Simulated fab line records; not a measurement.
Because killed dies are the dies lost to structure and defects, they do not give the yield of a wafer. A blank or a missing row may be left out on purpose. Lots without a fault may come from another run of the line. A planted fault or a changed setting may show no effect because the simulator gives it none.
Which tool was responsible? -- flow nand-harc -- 24 lots with 72 wafers sampled at 6 steps, on a route of 1302 steps

== WHAT EACH GAUGE READ, for each wafer ==
The record lacks any reading of a measuring or inspecting step that a usual standard deviation could be used to judge.

== EACH LOT AND THE TOOL THAT RAN IT (in order: tool; ch and the chambers of the sampled wafers; start) ==
lot,NHARC_P_STI_DESCUM_14,NHARC_P_GATE_STRIP_108,NHARC_P_GATE_STRIP_113,NHARC_P_GATE_DEGAS_109,NHARC_P_CONTACT_CMP_24,NHARC_P_M0_PVD_20
L074,"rie-diel-06 ch 2,3, day 2 21:43","rie-diel-12 ch 0,2,3, day 5 09:32","plasma-asher-02 ch 0,1, day 6 01:06","pvd-sputter-02, day 6 02:20","cmp-03 ch 1,2, day 6 07:47","pvd-sputter-01, no start"
L075,"rie-diel-09 ch 1,2,3, day 3 08:12","rie-diel-02 ch 1,2, day 5 10:08","plasma-asher-01 ch 0,1, day 6 01:38","pvd-sputter-01, day 6 03:06","cmp-01 ch 1,2, day 6 08:32","pvd-sputter-02, no start"
L076,"rie-diel-06 ch 0,1,3, day 3 17:05","rie-diel-12 ch 0,2,3, day 6 02:11","plasma-asher-01 ch 0,1, day 6 17:23","pvd-sputter-02, day 6 18:47","cmp-01 ch 1,2,3, day 7 00:23","pvd-sputter-01, no start"
L077,"rie-diel-11 ch 0,1,2, day 4 00:49","rie-diel-02 ch 0,1,2, day 6 02:26","plasma-asher-02 ch 0,1, day 6 17:44","pvd-sputter-03, day 6 20:13","cmp-01 ch 2,3, day 7 02:06","pvd-sputter-02, no start"
L078,"rie-diel-09 ch 0,1,2, day 4 11:13","rie-diel-12 ch 0,2,3, day 6 18:24","plasma-asher-02 ch 0,1, day 7 11:47","pvd-sputter-03, day 7 13:16","cmp-01 ch 0,1,3, day 7 18:34","pvd-sputter-03, no start"
L079,"rie-diel-09 ch 0,1, day 4 22:34","rie-diel-02 ch 0,2,3, day 7 04:53","plasma-asher-01 ch 0,1, day 7 20:04","pvd-sputter-02, day 7 21:32","cmp-01 ch 1,2, day 8 03:03","pvd-sputter-03, no start"
L080,"rie-diel-11 ch 0,2, day 5 11:02","rie-diel-12 ch 2,3, day 8 00:31","plasma-asher-01 ch 1, day 8 15:40","pvd-sputter-03, day 8 17:08","cmp-03 ch 2,3, day 8 22:37","pvd-sputter-01, no start"
L081,"rie-diel-06 ch 0,1,3, day 5 20:57","rie-diel-02 ch 0,1, day 8 00:40","plasma-asher-02 ch 0,1, day 8 15:46","pvd-sputter-02, day 8 17:18","cmp-04 ch 1,2,3, day 8 23:06","pvd-sputter-02, no start"
L082,"rie-diel-11 ch 1,2,3, day 6 08:35","rie-diel-02 ch 0,2, day 8 13:31","plasma-asher-01 ch 0,1, day 9 04:37","pvd-sputter-01, day 9 06:12","cmp-03 ch 2,3, day 9 11:42","pvd-sputter-02, no start"
L083,"rie-diel-09 ch 0,1,3, day 6 12:13","rie-diel-02 ch 0,3, day 8 14:10","plasma-asher-02 ch 0,1, day 9 08:16","pvd-sputter-02, day 9 09:51","cmp-01 ch 1,2,3, day 9 16:07","pvd-sputter-02, no start"
L084,"rie-diel-11 ch 0,2,3, day 7 00:08","rie-diel-12 ch 0,2,3, day 9 02:43","plasma-asher-02 ch 0,1, day 9 17:53","pvd-sputter-02, day 9 19:17","cmp-03 ch 0,2,3, day 10 01:08","pvd-sputter-01, no start"
L085,"rie-diel-09 ch 2,3, day 7 09:39","rie-diel-12 ch 0,1,2, day 9 13:54","plasma-asher-02 ch 0,1, day 10 04:48","pvd-sputter-03, day 10 06:23","cmp-01 ch 1,3, day 10 12:00","pvd-sputter-03, no start"
L086,"rie-diel-11 ch 1,2, day 7 18:56","rie-diel-03 ch 0,1,3, day 9 20:19","plasma-asher-01 ch 0,1, day 10 11:23","pvd-sputter-02, day 10 12:59","cmp-04 ch 1,2,3, day 10 18:31","pvd-sputter-02, no start"
L087,"rie-diel-09 ch 0,2, day 8 07:26","rie-diel-02 ch 0,1,2, day 10 13:37","plasma-asher-01 ch 0,1, day 11 05:07","pvd-sputter-03, day 11 06:29","cmp-01 ch 0,2,3, day 11 12:14","pvd-sputter-03, no start"
L088,"rie-diel-06 ch 1,2, day 8 15:20","rie-diel-02 ch 0,1, day 11 03:28","plasma-asher-01 ch 1, day 11 18:37","pvd-sputter-03, day 11 20:13","cmp-04 ch 1,2,3, day 12 01:32","pvd-sputter-01, no start"
L089,"rie-diel-11 ch 1,3, day 9 00:41","rie-diel-03 ch 0,2,3, day 11 03:57","plasma-asher-02 ch 0, day 11 19:16","pvd-sputter-02, day 11 20:52","cmp-04 ch 0,1,2, day 12 02:25","pvd-sputter-02, no start"
L090,"rie-diel-11 ch 1,2, day 9 12:21","rie-diel-02 ch 0,1,3, day 11 19:10","plasma-asher-01 ch 1, day 12 10:05","pvd-sputter-01, day 12 11:41","cmp-03 ch 1,3, day 12 17:08","pvd-sputter-03, no start"
L091,"rie-diel-06 ch 1,3, day 9 21:27","rie-diel-12 ch 0,2,3, day 11 23:19","plasma-asher-01 ch 0,1, day 12 14:32","pvd-sputter-03, day 12 16:02","cmp-04 ch 0,2,3, day 12 21:30","pvd-sputter-01, no start"
L092,"rie-diel-06 ch 0,1, day 10 09:01","rie-diel-03 ch 1,3, day 12 15:02","plasma-asher-01 ch 0,1, day 13 06:14","pvd-sputter-02, day 13 07:47","cmp-01 ch 0,2,3, day 13 13:29","pvd-sputter-02, no start"
L093,"rie-diel-06 ch 0,1,2, day 10 18:37","rie-diel-02 ch 0,2,3, day 12 22:59","plasma-asher-02 ch 0,1, day 13 14:19","pvd-sputter-03, day 13 15:59","cmp-03 ch 1,2,3, day 13 21:19","pvd-sputter-01, no start"
L094,"rie-diel-09 ch 0,2,3, day 11 02:58","rie-diel-12 ch 1,2,3, day 13 10:56","plasma-asher-01 ch 0,1, day 14 02:08","pvd-sputter-01, day 14 03:46","cmp-01 ch 2,3, day 14 09:14","pvd-sputter-01, no start"
L095,"rie-diel-06 ch 1,3, day 11 14:38","rie-diel-12 ch 1,2,3, day 14 10:02","plasma-asher-02 ch 0,1, day 15 01:10","pvd-sputter-01, day 15 02:38","cmp-04 ch 0,1,3, day 15 08:09","pvd-sputter-02, no start"
L096,"rie-diel-09 ch 0,1,3, day 11 22:59","rie-diel-02 ch 0,2,3, day 14 12:08","plasma-asher-01 ch 0,1, day 15 03:37","pvd-sputter-03, day 15 05:05","cmp-03 ch 1,3, day 15 10:26","pvd-sputter-02, no start"
L097,"rie-diel-09 ch 0,1,2, day 12 11:41","rie-diel-02 ch 0,2,3, day 14 21:57","plasma-asher-02 ch 0,1, day 15 12:53","pvd-sputter-02, day 15 14:29","cmp-04 ch 1,2,3, day 15 19:55","pvd-sputter-02, no start"
- NHARC_P_STI_DESCUM_14: chemistry O2, time 3 s.
- NHARC_P_GATE_STRIP_108: strips in O2.
- NHARC_P_GATE_STRIP_113: strips in N2/H2, time 740 s.
- NHARC_P_GATE_DEGAS_109: time 60 s.
- NHARC_P_CONTACT_CMP_24: polishes, t overpolish 30 s, target thk 200 nm.
- NHARC_P_M0_PVD_20: deposits TaN, target thk 5 nm, time 8.06 s.

== WHAT THE TOOLS THEMSELVES READ (means of the sampled wafers that have a number; where no wafer has one, the mark that the record gives instead) ==
NHARC_P_STI_DESCUM_14.
lot,tool,drypump-motor-current-A (A),oes-product-au (a.u.),rf-vpp-V (V),showerhead-plenum-p-Torr (Torr),throttle-valve-pct (%)
L074,rie-diel-06,6.2,1.021,56.5,1.91,11.310
L075,rie-diel-09,5.2,1.009,58.1,1.97,11.306
L076,rie-diel-06,5.8,0.996,56.8,1.89,11.315
L077,rie-diel-11,5.9,1.015,59.3,1.98,11.319
L078,rie-diel-09,5.2,1.008,58.1,1.91,11.310
L079,rie-diel-09,5.2,1.008,58.5,1.92,11.322
L080,rie-diel-11,5.6,1.001,58.2,1.91,11.305
L081,rie-diel-06,5.8,1.008,58.3,1.89,11.324
L082,rie-diel-11,6.0,0.986,58.9,1.99,11.307
L083,rie-diel-09,5.2,1.009,58.4,1.98,11.299
L084,rie-diel-11,5.8,0.993,57.8,1.92,11.312
L085,rie-diel-09,5.3,1.012,57.7,1.90,11.308
L086,rie-diel-11,6.1,0.989,58.0,2.03,11.315
L087,rie-diel-09,5.3,1.013,57.3,1.85,11.305
L088,rie-diel-06,5.9,1.010,57.5,1.99,11.307
L089,rie-diel-11,6.1,0.997,57.7,2.00,11.309
L090,rie-diel-11,6.1,0.988,57.9,2.03,11.325
L091,rie-diel-06,5.8,1.008,57.4,1.93,11.312
L092,rie-diel-06,5.6,1.008,57.2,1.91,11.296
L093,rie-diel-06,5.9,1.008,58.4,1.95,11.317
L094,rie-diel-09,5.3,1.020,58.2,1.91,11.311
L095,rie-diel-06,5.9,1.007,57.1,1.87,11.308
L096,rie-diel-09,5.2,1.007,58.0,1.98,11.310
L097,rie-diel-09,5.2,1.002,57.4,1.90,11.319

NHARC_P_GATE_STRIP_108.
lot,tool,drypump-motor-current-A (A),oes-product-au (a.u.),rf-vpp-V (V),showerhead-plenum-p-Torr (Torr),throttle-valve-pct (%)
L074,rie-diel-12,6.2,1.005,57.3,3.66,17.038
L075,rie-diel-02,5.1,0.974,57.9,3.41,17.040
L076,rie-diel-12,6.2,1.005,58.1,3.66,17.031
L077,rie-diel-02,5.5,0.989,57.6,3.55,17.023
L078,rie-diel-12,6.1,0.996,57.4,3.66,17.038
L079,rie-diel-02,5.5,1.002,57.9,3.53,17.032
L080,rie-diel-12,6.0,1.017,57.4,3.66,17.038
L081,rie-diel-02,5.5,0.995,57.8,3.64,17.031
L082,rie-diel-02,5.8,1.008,58.7,3.68,17.037
L083,rie-diel-02,5.5,0.988,58.6,3.63,17.036
L084,rie-diel-12,6.2,0.999,57.3,3.66,17.038
L085,rie-diel-12,6.2,0.994,58.0,3.62,17.032
L086,rie-diel-03,5.3,1.007,57.5,3.41,17.046
L087,rie-diel-02,5.5,0.981,56.9,3.54,17.033
L088,rie-diel-02,5.5,0.982,59.3,3.64,17.044
L089,rie-diel-03,5.6,1.001,57.6,3.41,17.037
L090,rie-diel-02,5.2,0.989,56.7,3.49,17.029
L091,rie-diel-12,6.2,1.008,58.2,3.66,17.036
L092,rie-diel-03,5.1,1.007,56.8,3.35,17.034
L093,rie-diel-02,5.4,0.994,56.2,3.53,17.033
L094,rie-diel-12,5.9,1.000,58.2,3.56,17.041
L095,rie-diel-12,5.9,1.004,57.7,3.56,17.032
L096,rie-diel-02,5.5,0.990,57.4,3.53,17.032
L097,rie-diel-02,5.5,0.982,57.6,3.53,17.034

NHARC_P_GATE_STRIP_113.
lot,tool,drypump-motor-current-A (A),heater-power-w (W)
L074,plasma-asher-02,5.6,86
L075,plasma-asher-01,5.6,90
L076,plasma-asher-01,6.1,93
L077,plasma-asher-02,5.3,87
L078,plasma-asher-02,5.6,87
L079,plasma-asher-01,5.6,90
L080,plasma-asher-01,5.1,85
L081,plasma-asher-02,5.3,87
L082,plasma-asher-01,5.6,88
L083,plasma-asher-02,5.6,88
L084,plasma-asher-02,5.3,88
L085,plasma-asher-02,5.3,88
L086,plasma-asher-01,5.6,89
L087,plasma-asher-01,5.6,88
L088,plasma-asher-01,5.1,83
L089,plasma-asher-02,5.9,86
L090,plasma-asher-01,5.1,84
L091,plasma-asher-01,5.6,88
L092,plasma-asher-01,6.0,92
L093,plasma-asher-02,5.3,90
L094,plasma-asher-01,5.6,88
L095,plasma-asher-02,5.3,90
L096,plasma-asher-01,5.6,88
L097,plasma-asher-02,5.6,87

NHARC_P_GATE_DEGAS_109.
lot,tool,heater-power-w (W)
L074,pvd-sputter-02,431
L075,pvd-sputter-01,516
L076,pvd-sputter-02,448
L077,pvd-sputter-03,455
L078,pvd-sputter-03,460
L079,pvd-sputter-02,467
L080,pvd-sputter-03,431
L081,pvd-sputter-02,433
L082,pvd-sputter-01,519
L083,pvd-sputter-02,454
L084,pvd-sputter-02,446
L085,pvd-sputter-03,485
L086,pvd-sputter-02,469
L087,pvd-sputter-03,457
L088,pvd-sputter-03,488
L089,pvd-sputter-02,450
L090,pvd-sputter-01,494
L091,pvd-sputter-03,479
L092,pvd-sputter-02,465
L093,pvd-sputter-03,482
L094,pvd-sputter-01,510
L095,pvd-sputter-01,501
L096,pvd-sputter-03,462
L097,pvd-sputter-02,448

NHARC_P_CONTACT_CMP_24.
lot,tool,motor-current-A (A),overpolish-run-s (s),retaining-ring-pressure-frac,slurry-flow-ml-min,time-to-endpoint-s (s)
L074,cmp-03,13.7,30.003,0.997,150.0,38
L075,cmp-01,12.8,30.001,0.996,149.9,38
L076,cmp-01,12.3,30.000,1.002,150.3,40
L077,cmp-01,11.3,29.996,1.000,149.7,38
L078,cmp-01,12.6,29.987,0.998,150.4,39
L079,cmp-01,13.0,29.993,1.001,150.2,40
L080,cmp-03,12.7,30.003,0.996,149.3,41
L081,cmp-04,13.1,30.006,0.999,149.9,38
L082,cmp-03,11.8,30.004,0.999,150.0,40
L083,cmp-01,12.4,30.001,1.000,150.1,39
L084,cmp-03,12.7,30.008,0.997,149.4,41
L085,cmp-01,12.6,30.005,1.000,150.4,39
L086,cmp-04,12.8,29.999,0.995,150.2,42
L087,cmp-01,11.2,29.990,1.001,150.1,39
L088,cmp-04,12.8,29.995,1.002,149.8,39
L089,cmp-04,12.2,30.007,0.997,149.9,44
L090,cmp-03,12.5,30.006,1.001,149.3,39
L091,cmp-04,11.9,30.001,1.001,149.7,44
L092,cmp-01,11.2,30.007,1.004,149.9,41
L093,cmp-03,13.2,30.007,0.998,150.1,37
L094,cmp-01,11.8,29.992,1.001,149.8,39
L095,cmp-04,12.8,30.002,0.998,149.7,37
L096,cmp-03,12.3,29.997,1.001,150.0,37
L097,cmp-04,13.0,29.993,1.002,149.8,40

NHARC_P_M0_PVD_20.
lot,tool,substrate-temp-c (C),throttle-valve-pct (%)
L074,pvd-sputter-01,50.06,30.9
L075,pvd-sputter-02,50.06,30.0
L076,pvd-sputter-01,49.91,30.5
L077,pvd-sputter-02,50.04,30.2
L078,pvd-sputter-03,49.99,29.5
L079,pvd-sputter-03,49.94,30.0
L080,pvd-sputter-01,49.94,30.9
L081,pvd-sputter-02,49.94,29.9
L082,pvd-sputter-02,50.07,29.9
L083,pvd-sputter-02,49.89,30.2
L084,pvd-sputter-01,49.98,29.3
L085,pvd-sputter-03,49.90,29.7
L086,pvd-sputter-02,49.91,30.2
L087,pvd-sputter-03,49.88,29.2
L088,pvd-sputter-01,50.01,30.9
L089,pvd-sputter-02,50.09,30.2
L090,pvd-sputter-03,50.00,29.5
L091,pvd-sputter-01,49.98,29.1
L092,pvd-sputter-02,50.00,29.5
L093,pvd-sputter-01,49.89,30.4
L094,pvd-sputter-01,50.07,29.9
L095,pvd-sputter-02,49.94,29.2
L096,pvd-sputter-02,49.98,29.5
L097,pvd-sputter-02,50.05,29.4

== THE ANSWER, worked out from the rows above alone ==
Rule: what is usual is taken from the lots themselves. Put in order of their means at a reading, lots are off if they are a third of the lots or fewer, leave a main group of 4 or more, and stand apart from it by a gap of 3 or more times the standard deviation of the main group's means; of several such gaps the widest counts. A main group whose means are all the same, to the digits that the tables above print for the reading, isn't used. A lot without any number at a reading at which 4 lots or more have one is off too. Any other lot the step has rows for is counted as sound. Order of review: gauges by route order, followed by the tools' own readings, for which a lot's mean as printed above is used. The first step at which some lot is off is used, and at that step the reading that is off furthest; a lot without a number counts as furthest.
Across all readings shown, no lot is off: no conclusion can be drawn from this.

== WHAT THE SIMULATOR PUT IN ==
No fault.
